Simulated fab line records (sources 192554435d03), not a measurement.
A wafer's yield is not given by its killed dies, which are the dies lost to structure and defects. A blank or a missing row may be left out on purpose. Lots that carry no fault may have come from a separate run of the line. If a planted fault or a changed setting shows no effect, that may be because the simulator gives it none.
A struck lot beside a sound one -- flow n5_finfet -- 16 steps out of a route of 1938
Sound: the wafers L814.1, L814.4, L814.5. Wafers struck: L811.1, L811.2, L811.4. The cause is named last.
For every step that has rows: the tool of each side, followed by ch and its chambers, followed by its first start. Under that, the readings that differ: sound wafers -- struck wafers -- difference of the means -- sigmas: that difference in standard deviations of wafers without a fault.
alike: same words and numbers on both sides, and readings whose means sit less than 2 such deviations apart. not compared: any withheld reading, any reading some wafer has no value for, any bound like >300 that may hide the same value, and any number with overlapping values for which the record gives no deviation.
The two part at a step that has a row with sigmas, a row that says differs or no value, or rows on one side only. Non-overlapping numbers with no deviation appear without sigmas and do not part them. Lack of a reading on every wafer of one side parts them only where that side has two or more wafers.

first, 3 steps without rows for these wafers: N5_HKMG_FIN_STRIP_89 (strips SOC in N2/H2, time 20 s); N5_HKMG_FIN_WET_ETCH_87 (etches TiN in SC1, time 154.2 s, target depth 4.7 nm, rinse time 30 s); N5_HKMG_FIN_STRIP_88 (strips in N2/H2, time 360 s).
N5_HKMG_FIN_NWFM_ALD_20: deposits TiAlC, target thk 2 nm, pulse time 3 s, purge time 2 s.
  sound on ald_metal-02 ch 1,2,3, day 6 04:14; struck on ald_metal-03 ch 0,1,2, day 5 10:08
  alike: ald_cycles, heater_power_w, precursor_pulse_height_rel
N5_HKMG_FIN_ALD_71: deposits TiN, target thk 1 nm, pulse time 1 s, purge time 3 s.
  sound on ald_metal-02 ch 1,2,3, day 6 04:20; struck on ald_metal-03 ch 0,1,2, day 5 10:14
  alike: ald_cycles, heater_power_w, precursor_pulse_height_rel
then, 1 step without rows for these wafers: N5_HKMG_FIN_COAT_66 (time 60 s, resist thk 300 nm).
N5_HKMG_FIN_ETCH_67: etches SOC in N2/H2, stops on TiN, target depth 388.9 nm.
  sound on rie_diel-06 ch 0,2,3, day 6 04:40; struck on rie_diel-06 ch 0,1,3, day 5 10:35
  alike: drypump_motor_current_A, h2_flow_sccm, n2_flow_sccm, oes_product_au, rf_vpp_V, showerhead_plenum_p_Torr, throttle_valve_pct
  not compared: rf_hours_counter_h
then, 3 steps without rows for these wafers: N5_HKMG_FIN_STRIP_90 (strips SOC in N2/H2, time 20 s); N5_HKMG_FIN_WET_ETCH_73 (etches the open film in SC1, time 42.3 s, target depth 1.3 nm, rinse time 30 s); N5_HKMG_FIN_ETCHBACK_68 (etches the open film in Cl2/Ar, stops on HfO2, target depth 0.5 nm).
N5_HKMG_FIN_STRIP_69: strips in N2/H2, time 360 s.
  sound on plasma_asher-01 ch 0, day 6 05:02; struck on plasma_asher-01 ch 0,1, day 5 10:56
  alike: drypump_motor_current_A, h2_flow_sccm, heater_power_w, n2_flow_sccm
  not compared: rf_hours_counter_h
N5_HKMG_FIN_ALD_21: deposits TiN, target thk 1.5 nm, pulse time 1 s, purge time 3 s.
  sound on ald_metal-02 ch 1,3, day 6 05:25; struck on ald_metal-02 ch 0,2,3, day 5 11:19
  alike: ald_cycles, heater_power_w, precursor_pulse_height_rel
N5_HKMG_FIN_ALD_72: deposits W, target thk 2 nm, pulse time 1 s, purge time 2 s.
  sound on cvd_w-02 ch 0,1, day 6 05:46; struck on cvd_w-01 ch 0,1, day 5 11:41
reading,sound,struck,difference,sigmas
ald_cycles,7 7 7,14 14 14,+7,
model.W_of_HKMG_FIN_ALD_72.thk_nm (nm),2 1.8 2,4.2 4 4,+2.1,
  alike: heater_power_w, precursor_pulse_height_rel
then, 1 step without rows for these wafers: N5_HKMG_FIN_W_FILL_22 (material W, target thk 60 nm, time 18.2 s).
-- here the record skips 4 days between the struck wafers' starts before and after, leaving off in module HKMG_FIN and picking up in module BEOL_M4 (first step shown: number 1111 of the route) --
N5_BEOL_M4_RC_MEAS_101:
  sound on prober-02 ch 0, day 9 18:12; struck on prober-01 ch 0, day 9 03:48
  alike: DIBL_N, DIBL_P, IOFF_N, IOFF_P, ION_N, ION_P, SS_N, SS_P, VT_N, VT_P
-- here the record skips 4 days between the struck wafers' starts before and after, leaving off in module BEOL_M4 and picking up in module PASSIVATION (first step shown: number 1936 of the route) --
N5_PASSIVATION_PROBE_49:
  struck on prober-01, day 12 20:35; sound on prober-02, day 13 20:41
reading,sound,struck,difference,sigmas
defect_limited_yield (%),92.8 92.7 93.6,88.2 88.7 89.7,-4.2,-3
killed_at_M0_to_M3,31 33 27,52 67 57,+28,+3
killed_dies,85 86 75,139 133 121,+49,+3
killed_open,55 63 52,95 86 71,+27,+2
killed_short,29 22 20,43 47 50,+23,+3
sort_bin_5_function (%),3.9 4.7 3.9,6.4 6.6 6.1,+2.2,+2
sort_bin_6_memory (%),3.1 2.6 2.3,5.3 4.2 3.9,+1.8,+2
sort_n_pass,1095 1094 1105,1041 1047 1059,-49,-3
sort_yield_pct (%),92.8 92.7 93.6,88.2 88.7 89.7,-4.2,-3
  alike: killed_at_M4_up, killed_at_contacts, killed_at_front_end, killed_at_other, killed_on_rim, sort_bin_4_leakage, sort_bin_8_speed

== WHERE THEY PART ==
N5_PASSIVATION_PROBE_49 only, going by this record.

WHY: what had been put in by the simulator
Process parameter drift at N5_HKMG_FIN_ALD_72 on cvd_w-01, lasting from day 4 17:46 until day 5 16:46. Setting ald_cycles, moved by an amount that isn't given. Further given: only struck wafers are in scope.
